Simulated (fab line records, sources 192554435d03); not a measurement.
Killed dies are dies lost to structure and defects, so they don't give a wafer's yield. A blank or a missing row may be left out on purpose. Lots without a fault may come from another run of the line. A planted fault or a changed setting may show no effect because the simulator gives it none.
Chamber matching | flow n5_finfet | N5_HKMG_FIN_STRIP_92 on rie_diel-04: 4 sister chambers
The step strips SOC in N2/H2, time 20 s. 8 wafers are shown with their chamber, then 8 later ones without.

WAFERS WITH THEIR CHAMBER
wafer  | chamber | showerhead_plenum_p_Torr (Torr) | drypump_motor_current_A (A)
L074.2 | 2       | 3.34                            | 5.4
L090.5 | 3       | 3.27                            | 6.0
L091.5 | 0       | 3.27                            | 5.9
L091.6 | 1       | 3.43                            | 5.4
L092.1 | 3       | 3.27                            | 6.0
L092.2 | 2       | 3.33                            | 5.3
L092.4 | 1       | 3.43                            | 5.4
L093.2 | 0       | 3.27                            | 5.9

WAFERS WITHOUT THEIR CHAMBER
wafer  | showerhead_plenum_p_Torr (Torr) | drypump_motor_current_A (A)
L093.3 | 3.27                            | 6.1
L093.4 | 3.43                            | 5.4
L095.2 | 3.27                            | 6.0
L095.5 | 3.26                            | 5.9
L095.6 | 3.43                            | 5.4
L096.4 | 3.32                            | 5.4
L096.5 | 3.26                            | 6.0
L096.6 | 3.27                            | 6.0

WHICH CHAMBER EACH WENT THROUGH
wafer  | from the rows above     | in truth
L093.3 | 3                       | 3
L093.4 | 1                       | 1
L095.2 | 3                       | 3
L095.5 | can't be placed: 0 or 3 | 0
L095.6 | 1                       | 1
L096.4 | 2                       | 2
L096.5 | can't be placed: 3 or 0 | 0
L096.6 | 3                       | 3
Placed correctly: 6 of 8. Can't be placed from these rows: 2 (the true chamber is among the candidates in 2). Placed wrongly: 0.
How it was worked out, from the rows above alone: a wafer's distance from a chamber is the root of the sum, over the readings, of the square of ((its reading less the chamber's mean) divided by the reading's scatter). The wafer belongs to the nearest chamber; if the next one is less than 2 further off, it can't be placed. A chamber's mean is the mean of its shown wafers. The scatter: the root of (the sum of the squares of (reading less its chamber's mean) over the shown wafers, divided by (wafers less chambers)).
